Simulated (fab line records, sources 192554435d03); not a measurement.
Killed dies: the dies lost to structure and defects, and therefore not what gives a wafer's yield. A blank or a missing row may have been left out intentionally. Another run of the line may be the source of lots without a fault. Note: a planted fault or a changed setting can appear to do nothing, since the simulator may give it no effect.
fab line records	flow n5Finfet
record: lots: 5	wafers: 15	lastDay: 16
route steps=1938 shown HKMG_FIN@409 BEOL_M4@1111 PASSIVATION@1936
lots with no fault: from the same line, run without faults
startH: hours from the record's first day to the start of the lot's first wafer shown	waitH: time in hours since the lot's previous step	" repeats the value in the row above	L1.1+2: one row covering several wafers at once	- value missing, or start not given	* or withheld: withheld	< > ~ a bound
route shown NAME@n: names a module that has steps shown in the file, with the first one's number in the route	usual: average and standard deviation across the fault-free wafers	same: alike in all rows	chamber/n: place in a boat	sites: the reading at each site	_std_site: the standard deviation of these	_edge_site: inner sites' mean taken away from outer sites' mean	radiusMm: for every site, how far away it sits from the centre of the wafer	mask NAME#n: copy n	behind: the tool/chamber that last shaped the wafer	hold: cause of the lot's hold/its duration in hours/its outcome	device: which transistor (n, p or np) failed to switch	end of line: at the end of the route, the tests of the same wafers	step lacking rows: just its recipe	killed: dies that structure and defects cost at the first sort, which is not the same as the wafer's yield	map: shows each die of a wafer: x if killed, . if not, _ if none is there
set.NAME: the setting that was run; set.NAME@STEP: the one run at that earlier step	model.NAME: the simulator's own value behind a step, which no gauge read
certain route steps with their lots: each step a table, each wafer a row
services: from which hour (startH, from the record's first day; less than 0 if before it) a tool's chamber was out of use, for how many hours, and why
== steps ==
step: N5_HKMG_FIN_STRIP_60
recipe: chemistry: N2/H2	powerW: 2500	tempC: 300	h2Frac: 0.65	timeS: 360	pressureMtorr: withheld	n2FlowSccm: 1750	h2FlowSccm: 3250
step: N5_HKMG_FIN_WET_ETCH_77
recipe: chemistry: dHCl	mix: 1:10000	tempC: 25	target: La2O3	stopOn: HfO2	targetDepthNm: 2
step: N5_HKMG_FIN_WET_ETCH_78
recipe: chemistry: dNH4OH	mix: 1:50	tempC: 25	target: Al2O3	stopOn: La2O3	targetDepthNm: 4.5	dry: ipaMarangoni	rinseTimeS: 30	rinseTempC: 23
step: N5_HKMG_FIN_ALD_79
recipe: material: TiN	targetThkA: 15	tempC: 400	aldPrecursorFamily: TiCl4	aldCoReactant: NH3	pulseTimeS: 1	purgeTimeS: 3	coReactantPurgeTimeS: 2	coReactantPulseTimeS: 2	aldCycles: 68	pressureTorr: 3
step: N5_HKMG_FIN_CVD_62
recipe: material: a-Si	targetThkA: 30	tempC: 500	precursor: Si2H6	pressureTorr: 1	timeS: 20.8
step: N5_HKMG_FIN_RTA_80
recipe: tempC: withheld	timeS: 2	ambient: N2	idleTempC: 600	rampUpCPerS: 150	rampDownCPerS: 60	coolToC: 600
step: N5_HKMG_FIN_PRECLEAN_64
recipe: chemistry: dHF	timeS: 30	tempC: 25	dilution: withheld
step: N5_HKMG_FIN_WET_ETCH_65
recipe: chemistry: TMAH	tempC: 70	concWtPct: 5	target: a-Si	stopOn: TiN	timeS: 49	targetDepthNm: 3
step: N5_HKMG_FIN_WET_ETCH_81
recipe: chemistry: SC1	target: TiN	stopOn: HfO2	mix: 1:1:5	tempC: 60	timeS: 57	targetDepthNm: 6
step: N5_HKMG_FIN_WET_ETCH_82
recipe: chemistry: dHCl	mix: 1:10000	tempC: 25	target: La2O3	stopOn: HfO2	targetDepthNm: 2	dry: ipaMarangoni	rinseTimeS: 30	rinseTempC: 23
step: N5_HKMG_FIN_ALD_36
recipe: material: TiN	targetThkA: 10	tempC: 400	aldPrecursorFamily: TiCl4	aldCoReactant: NH3	pulseTimeS: 1	purgeTimeS: 3	coReactantPurgeTimeS: 2	coReactantPulseTimeS: 2	aldCycles: 47	pressureTorr: 3
step: N5_HKMG_FIN_PWFM_ALD_03
recipe: material: TiN	targetThkA: 20	tempC: 400	aldPrecursorFamily: TiCl4	aldCoReactant: NH3	pulseTimeS: 1	purgeTimeS: 3	coReactantPurgeTimeS: 2	coReactantPulseTimeS: 2	aldCycles: 91	pressureTorr: 3
usual: aldCycles: 91/0	chamberPressureTorr: 3.000/0.0066	heaterPowerOuterW: 544/55	heaterPowerW: 887/77	precursorPulseHeightRel: 0.999/0.021	susceptorTempC: 400.02/0.24
lot.wafer	tool	chamber	startH	waitH	aldCycles	chamberPressureTorr	heaterPowerOuterW	heaterPowerW	precursorPulseHeightRel	susceptorTempC	model.TiN_of_HKMG_FIN_PWFM_ALD_03.thkNm
L103.1	aldMetal-02	3	94.91	0.0	69	2.990	611	977	1.032	-	1.6
L103.3	"	1	"	"	91	2.993	557	939	1.009	399.63	2
L103.4	"	0	"	"	69	3.001	495	800	0.986	-	1.6
L104.2	aldMetal-02	0	98.77	0.0	69	3.002	500	808	1.002	-	1.6
L104.3	"	1	"	"	91	2.992	562	908	1.017	399.94	2
L104.4	"	3	"	"	69	3.001	632	988	1.013	-	1.6
L106.1	aldMetal-02	1	114.75	0.0	69	2.995	551	940	0.977	-	1.6
L106.2	"	0	"	"	69	3.008	507	821	1.008	-	1.6
L106.6	"	1	"	"	91	3.006	552	901	0.982	400.27	2
L117.1	aldMetal-02	3	177.00	0.0	91	2.998	617	972	1.000	400.27	2
L117.4	"	2	"	"	91	3.006	578	945	1.003	399.92	2
L117.6	"	1	"	"	91	2.996	559	916	1.028	399.92	2
L118.1	aldMetal-04	1	182.75	0.0	91	3.004	646	944	1.037	399.58	2
L118.2	"	3	"	"	91	3.003	536	902	0.954	400.28	2
L118.3	"	0	"	"	91	2.997	524	810	1.000	400.03	2
step: N5_HKMG_FIN_COAT_29
recipe: resist: SOC	tempC: 250	timeS: 60	spinRpm: 1500	resistThkNm: 300
step: N5_HKMG_FIN_COAT_30
recipe: resist: SiARC	tempC: 220	timeS: 60	spinRpm: 1500	resistThkNm: 35
step: N5_HKMG_FIN_COAT_06
recipe: resist: CAR-ArF	spinRpm: 1500	resistThkNm: 90
step: N5_HKMG_FIN_EBR_08
recipe: solvent: PGMEA	ebrWidthMm: 1.5
step: N5_HKMG_FIN_SOFTBAKE_07
recipe: tempC: 110	timeS: 60	resist: CAR-ArF
step: N5_HKMG_FIN_EXPOSE_09
recipe: maskId: NWFM	na: 1.35	sourceShape: conventional	sigmaOuter: 0.8	polarization: unpolarized	doseMj: 39.25
step: N5_HKMG_FIN_PEB_10
recipe: pebTempC: withheld	pebTimeS: 60	resist: CAR-ArF
step: N5_HKMG_FIN_DEVELOP_11
recipe: developTimeS: 30	developer: TMAH	resist: CAR-ArF	devTempC: 23	rinseLiquid: diw	dry: airSpin
step: N5_HKMG_FIN_DESCUM_17
recipe: chemistry: O2	timeS: 7.9	sourcePowerW: 50	biasPowerW: 20	pressureMtorr: 20	rfFrequencyHz: 2.712e+07	tempC: 40	resist: CAR-ArF	o2FlowSccm: 225
step: N5_HKMG_FIN_ETCH_31
recipe: chemistry: CF4	target: SiARC	targetDepthA: 455	maskMaterial: CAR-ArF	timeS: 75.8	ionEnergyEv: 80	pressureMtorr: 40	sourceW: 545	biasW: 36	Ar_flow_sccm: 100	cf4FlowSccm: 100	ends: cleared
step: N5_HKMG_FIN_ETCH_32
recipe: chemistry: N2/H2	target: SOC	targetDepthA: 2400	tempC: 40	timeS: 300	ionEnergyEv: 200	maskMaterial: SiARC	pressureMtorr: 30	sourceW: 840	biasW: 150	n2FlowSccm: 200	h2FlowSccm: 200
step: N5_HKMG_FIN_STRIP_33
recipe: chemistry: N2/H2	tempC: 40	n2FlowSccm: 200	h2FlowSccm: 200	rfFrequencyHz: 6e+07
step: N5_HKMG_FIN_STRIP_34
recipe: chemistry: CF4	resist: SiARC	powerW: 300	biasPowerW: 75	pressureMtorr: 50	cf4FlowSccm: 150	rfFrequencyHz: 6e+07
step: N5_HKMG_FIN_ETCH_35
recipe: chemistry: N2/H2	target: SOC	targetDepthA: 2158	ionEnergyEv: 65	biasW: 5	sourceW: 3000	timeS: 243.4	pressureMtorr: 30	n2FlowSccm: 200	h2FlowSccm: 200
step: N5_HKMG_FIN_STRIP_92
recipe: chemistry: N2/H2	material: SOC	timeS: 20	powerW: 500	tempC: 40	pressureMtorr: 50	rfFrequencyHz: 6e+07	biasPowerW: 8	h2Frac: 0.5	n2FlowSccm: 300	h2FlowSccm: 300
step: N5_HKMG_FIN_WET_ETCH_18
recipe: chemistry: SC1	target: TiN	mix: 1:1:5	tempC: *	timeS: 55	targetDepthNm: 5.2	dry: ipaMarangoni	rinseTimeS: 30	rinseTempC: 23
step: N5_HKMG_FIN_STRIP_19
recipe: chemistry: N2/H2	powerW: 2500	tempC: 300	h2Frac: 0.65	timeS: 360	pressureMtorr: withheld	n2FlowSccm: 1750	h2FlowSccm: 3250
step: N5_HKMG_FIN_ALD_91
recipe: material: TiN	targetThkA: 10	tempC: 400	aldPrecursorFamily: TiCl4	aldCoReactant: NH3	pulseTimeS: 1	purgeTimeS: 3	coReactantPurgeTimeS: 2	coReactantPulseTimeS: 2	aldCycles: 47	pressureTorr: 3
step: N5_HKMG_FIN_COAT_85
recipe: resist: SOC	tempC: 250	timeS: 60	spinRpm: 1500	resistThkNm: 300
step: N5_HKMG_FIN_ETCH_86
recipe: chemistry: N2/H2	target: SOC	targetDepthA: 3932	stopOn: TiN	ionEnergyEv: 100	biasW: 61	pressureMtorr: 30	sourceW: 850	n2FlowSccm: 200	h2FlowSccm: 200
step: N5_HKMG_FIN_STRIP_89
recipe: chemistry: N2/H2	material: SOC	timeS: 20	powerW: 500	tempC: 40	pressureMtorr: 50	rfFrequencyHz: 6e+07	biasPowerW: 8	h2Frac: 0.5	n2FlowSccm: 300	h2FlowSccm: 300
step: N5_HKMG_FIN_WET_ETCH_87
recipe: chemistry: SC1	target: TiN	mix: 1:2:40	tempC: 50	timeS: 154.2	targetDepthNm: 4.7	dry: ipaMarangoni	rinseTimeS: 30	rinseTempC: 23
step: N5_HKMG_FIN_STRIP_88
recipe: chemistry: N2/H2	powerW: 2500	tempC: 300	h2Frac: 0.65	timeS: 360	pressureMtorr: withheld	n2FlowSccm: 1750	h2FlowSccm: 3250
step: N5_HKMG_FIN_NWFM_ALD_20
recipe: material: TiAlC	targetThkA: 20	tempC: 300	aldPrecursorFamily: TiCl4	aldCoReactant: TEA	pulseTimeS: 3	purgeTimeS: 2	coReactantPurgeTimeS: 2	coReactantPulseTimeS: 10	aldCycles: 7	pressureTorr: 3
step: N5_HKMG_FIN_ALD_71
recipe: material: TiN	targetThkA: 10	tempC: 400	aldPrecursorFamily: TiCl4	aldCoReactant: NH3	pulseTimeS: 1	purgeTimeS: 3	coReactantPurgeTimeS: 2	coReactantPulseTimeS: 2	aldCycles: 47	pressureTorr: 3
step: N5_HKMG_FIN_COAT_66
recipe: resist: SOC	tempC: 250	timeS: 60	spinRpm: 1500	resistThkNm: 300
step: N5_BEOL_M4_RC_MEAS_101
usual: DIBL_N: 35.9/1.9	DIBL_P: 35.8/2.4	IOFF_N: 0.15/0.031	IOFF_P: 0.21/0.037	IOFF_P_85C: 3.6/0.53	IOFF_P_LIN: 0.098/0.014	IOFF_P_LONG: 0.000108/8.2e-06	ION_N: 672/13	ION_P: 462/8.3	SS_N: 71.5/0.72	SS_P: 73.2/0.67	VT_N: 250/3.4	VT_P: -250/3.4	VT_P_LONG: -275.0/2.9	VT_P_LVT: -99.3/2.9
lot.wafer	tool	chamber	startH	waitH	DIBL_N[mV/V]	DIBL_P[mV/V]	IOFF_N[nA/um]	IOFF_P[nA/um]	IOFF_P_85C[nA/um]	IOFF_P_LIN[nA/um]	IOFF_P_LONG[nA/um]	ION_N[uA/um]	ION_P[uA/um]	SS_N[mV/dec]	SS_P[mV/dec]	VT_N[mV]	VT_P[mV]	VT_P_LONG[mV]	VT_P_LVT[mV]
L103.1	prober-02	0	197.08	0.0	33.9	32.5	0.12	0.08	1.5	0.039	6.9e-05	666	423	70.6	72.3	252	-275	-295.4	-120.9
L103.3	"	0	"	"	37.1	36.9	0.16	0.22	3.7	0.100	0.000102	669	461	71.3	73.2	249	-252	-278.0	-98.6
L103.4	"	0	"	"	36.4	35.9	0.15	0.10	2.0	0.049	7.5e-05	678	432	71.4	73.0	249	-270	-295.7	-118.2
L106.1	prober-02	0	203.94	0.3	35.8	34.7	0.15	0.09	1.9	0.045	7e-05	658	423	72.4	72.5	252	-272	-293.8	-119.9
L106.2	"	0	"	"	35.3	34.8	0.13	0.09	1.9	0.045	7.5e-05	662	425	70.6	72.5	255	-270	-292.8	-120.3
L106.6	"	0	"	"	37.9	37.9	0.19	0.24	4.1	0.109	0.000109	685	474	71.7	73.3	247	-248	-276.5	-96.4
L104.2	prober-01	0	205.13	0.2	36.1	32.8	0.14	0.09	1.7	0.043	7.1e-05	652	419	71.2	72.5	251	-272	-290.5	-120.2
L104.3	"	0	"	"	37.3	34.8	0.16	0.20	3.4	0.093	0.000106	669	459	71.8	73.5	250	-252	-273.0	-100.1
L104.4	"	0	"	"	33.7	31.9	0.11	0.08	1.6	0.041	8e-05	658	427	71.0	72.4	256	-274	-293.7	-120.9
L117.1	prober-02	0	260.98	0.0	39.3	38.9	0.20	0.26	4.2	0.115	0.000101	675	465	72.4	74.0	245	-247	-274.4	-96.9
L117.4	"	0	"	"	38.9	37.3	0.19	0.23	3.8	0.107	0.000108	681	461	73.0	74.1	247	-250	-277.5	-97.6
L117.6	"	0	"	"	37.5	36.9	0.16	0.23	3.7	0.105	0.0001	676	470	72.7	74.3	249	-248	-275.4	-99.4
L118.1	prober-01	0	286.81	0.0	36.6	36.6	0.16	0.20	3.6	0.097	0.000106	692	476	71.8	73.1	249	-251	-275.7	-98.0
L118.2	"	0	"	"	39.5	39.0	0.20	0.24	4.1	0.106	0.0001	691	469	72.5	74.2	249	-248	-276.4	-97.6
L118.3	"	0	"	"	37.1	36.9	0.15	0.21	3.6	0.098	0.000103	673	461	71.7	73.8	251	-250	-275.4	-99.1
step: N5_PASSIVATION_PROBE_49
usual: defectLimitedYield: 91.6/1.2	killed_at_M0_to_M3: 33/9.4	killed_at_M4_up: 13/5.2	killedAtContacts: 13/5.6	killedAtFrontEnd: 37/9.5	killedAtOther: 4/3.1	killedDies: 99/15	killedOpen: 65/11	killedShort: 32/7.5	sort_bin_5_function: 4.9/0.77	sort_bin_6_memory: 3.1/0.65	sort_bin_8_speed: 0.01/0.056	sortNPass: 1081/15	sortYieldPct: 91.6/1.2
same: grossDies: 1180	killedAtBackSide: 0	sort_bin_4_leakage[%]: 0
lot.wafer	tool	chamber	startH	waitH	defectLimitedYield[%]	killed_at_M0_to_M3	killed_at_M4_up	killedAtContacts	killedAtFrontEnd	killedAtOther	killedDies	killedOpen	killedShort	sort_bin_5_function[%]	sort_bin_6_memory[%]	sort_bin_8_speed[%]	sortNPass	sortYieldPct[%]
L106.1	prober-01	-	309.26	0.0	91.9	31	8	21	35	1	96	76	20	5.0	3.1	63.73	332	28.1
L106.2	prober-01	-	309.31	0.1	93.0	28	10	9	36	0	83	53	30	4.2	2.5	44.75	569	48.2
L103.1	prober-02	-	317.59	0.0	92.0	33	8	13	35	5	94	62	32	5.2	2.1	58.14	400	33.9
L103.4	prober-02	-	317.74	0.2	91.9	21	13	12	42	8	96	72	23	5.5	2.5	12.20	940	79.7
L104.2	prober-02	-	322.33	0.1	92.1	35	15	8	34	1	93	70	22	5.4	2.3	87.20	58	4.9
L104.4	prober-02	-	322.43	0.2	91.4	28	26	13	32	2	101	68	33	5.7	2.6	34.92	667	56.5
killed by level:class
L106.1 MOL_CONTACT_COAG:geometricParticle:open=18 BEOL_M3:geometricParticle:open=10 FIN_SAQP:geometricParticle:open=8 BEOL_M1:geometricParticle:open=8 STI_FIN_REVEAL:geometricParticle:open=7 BEOL_M2:geometricParticle:open=5 GATE_CUT:geometricParticle:short=4 BEOL_M5:geometricParticle:open=4
L106.2 FIN_SAQP:geometricParticle:open=6 STI_FIN_REVEAL:geometricParticle:open=6 GATE_CUT:geometricParticle:short=6 BEOL_M0_SAQP:geometricParticle:short=6 BEOL_M3:geometricParticle:open=6 MOL_CONTACT_COAG:geometricParticle:open=5 GATE_CUT:geometricParticle:open=4 MOL_CONTACT_COAG:geometricParticle:short=4
L103.1 MOL_CONTACT_COAG:geometricParticle:open=11 BEOL_M1:geometricParticle:open=11 STI_FIN_REVEAL:geometricParticle:open=8 FIN_SAQP:geometricParticle:open=6 BEOL_M1:geometricParticle:short=6 FIN_SAQP:geometricParticle:short=5 GATE_CUT:geometricParticle:short=5 BEOL_M0:geometricParticle:open=4
L103.4 STI_FIN_REVEAL:geometricParticle:open=14 MOL_CONTACT_COAG:geometricParticle:open=10 FIN_SAQP:geometricParticle:open=6 FIN_SAQP:geometricParticle:short=6 BEOL_M3:geometricParticle:open=6 BEOL_M4:geometricParticle:open=6 PASS1_CAP:geometricParticle:open=6 STI_FIN_REVEAL:geometricParticle:short=4
L104.2 BEOL_M0_SAQP:geometricParticle:open=9 BEOL_M4:geometricParticle:open=9 BEOL_M2:geometricParticle:open=7 STARTING-WAFER:geometricParticle:open=7 BEOL_M0_SAQP:geometricParticle:short=5 BEOL_M3:geometricParticle:open=5 FIN_SAQP:geometricParticle:open=4 SPACER0:geometricParticle:open=4
L104.4 BEOL_M4:geometricParticle:open=13 MOL_CONTACT_COAG:geometricParticle:open=10 BEOL_M2:geometricParticle:open=6 FIN_SAQP:geometricParticle:open=5 STI_FIN_REVEAL:geometricParticle:open=5 ILD0:geometricParticle:open=5 BEOL_M4:geometricParticle:short=5 BEOL_M0:geometricParticle:open=4
map L103.3 (x killed, . not)
_________________.......xx...________________
______________.................._____________
___________.x...x.x............x..x__________
__________..x.......x......x...x...._________
________...........x.....x......x....._______
_______x.xx.xx...x....x................______
______..x............................x.._____
_____.........x........x............x....____
____.............xxx..x...................___
___........................................__
___....xxx......x.x.....xx...........x.....__
__........x.....x.......x....x.x............_
__......x........x....x....x................_
_....................x......xx..........x....
_x...........x........x.........x............
_......x...........x.........................
_.......xx.....x........................x....
_..xx...............x........x...............
_......x............x..............x.x.....xx
_xx......xx..............x.......x......x....
_.........x.....x...x..............x.........
__..........xx........x...........x........._
__.........x...........x.............x......_
___........................................__
___...x....................................__
____.x...x.x.....x...x......x.x......x....___
_____..xx.......................x........____
______...............x......x..........._____
_______.xx.....x.............x.......x.______
________.x..............x....x........_______
__________........................x._________
___________........................__________
______________...x.x...x...x.x.._____________
_________________............________________
map L104.3 (x killed, . not)
_________________.........x..________________
______________..x..............._____________
___________...x................x...__________
__________......x..................._________
________..x.......x.....x.x...x.....x._______
_______...............x................______
______.x..................x.....x......._____
_____.....x..x.......x...x.............x.____
____.......x.....x..................x.....___
___....................................x...__
___................................x.......__
__.....x................x.......x.....x....._
__........................x...............x._
_x.........................x..x...x..........
_.............x......x.........x....x........
_...x.x.xx.....x........................xx...
_.......x................xxx.................
_.........x.....x.......x.x...x.......x......
_.x......x...............................x...
_...x..x...x.....................x.........x.
_....x....x...........x...................x..
__...x..x..........x.......x.............x.._
__..x........x.......x.....................x_
___..x.x...................................__
___................x...x..............x.x..__
____..x......x............................___
_____.x.x............x..x................____
______.x.........x....x............xx..._____
_______.....x.............x............______
________x......xx.....x.....x........._______
__________...x........x.x..........._________
___________......x........x........__________
______________.....x......x....._____________
_________________............________________
== services ==
tool	chamber	startH	hours	kind
aldMetal-04	-	140.81	0.4	repair
aldMetal-02	0	148.49	1.9	repair
aldMetal-04	-	157.67	0.7	repair
aldMetal-04	2	172.02	31.1	repair
== key ==
firstSign: step: N5_HKMG_FIN_PWFM_ALD_03	reading: aldCycles	direction: down	sigmas: 99+	usual: *	struck: *
effect: step: N5_BEOL_M4_RC_MEAS_101	reading: VT_P_LVT	direction: down	sigmas: 7.1	usual: -99.3	struck: -120.1
effect: step: N5_BEOL_M4_RC_MEAS_101	reading: VT_P_LONG	direction: down	sigmas: 6.5	usual: -275.0	struck: -293.6
effect: step: N5_BEOL_M4_RC_MEAS_101	reading: VT_P	direction: down	sigmas: 6.3	usual: -250	struck: -272
effect: step: N5_BEOL_M4_RC_MEAS_101	reading: ION_P	direction: down	sigmas: 4.5	usual: 462	struck: 425
effect: step: N5_BEOL_M4_RC_MEAS_101	reading: IOFF_P_LONG	direction: down	sigmas: 4.2	usual: 0.000108	struck: 7.3e-05
effect: step: N5_BEOL_M4_RC_MEAS_101	reading: IOFF_P_LIN	direction: down	sigmas: 4	usual: 0.098	struck: 0.044
effect: step: N5_BEOL_M4_RC_MEAS_101	reading: IOFF_P_85C	direction: down	sigmas: 3.4	usual: 3.6	struck: 1.8
effect: step: N5_BEOL_M4_RC_MEAS_101	reading: IOFF_P	direction: down	sigmas: 3.2	usual: 0.21	struck: 0.09
effect: step: N5_PASSIVATION_PROBE_49	reading: sort_bin_8_speed	direction: up	sigmas: 99+	usual: 0.01	struck: 50.16
modelEffect: step: N5_HKMG_FIN_PWFM_ALD_03	value: TiN_of_HKMG_FIN_PWFM_ALD_03.thkNm	without: 2	struck: 1.6
metAt N5_HKMG_FIN_PWFM_ALD_03
struckWafers L103.1,L103.4,L104.2,L104.4,L106.1,L106.2
fault: kind: processParameterDrift	tool: aldMetal-02	chamber: -	onsetH: 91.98	steps: N5_HKMG_FIN_PWFM_ALD_03	channel: aldCycles	offset: *	shape: step	endH: 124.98	scope: struckWafersOnly	actsIn: *	stated: *
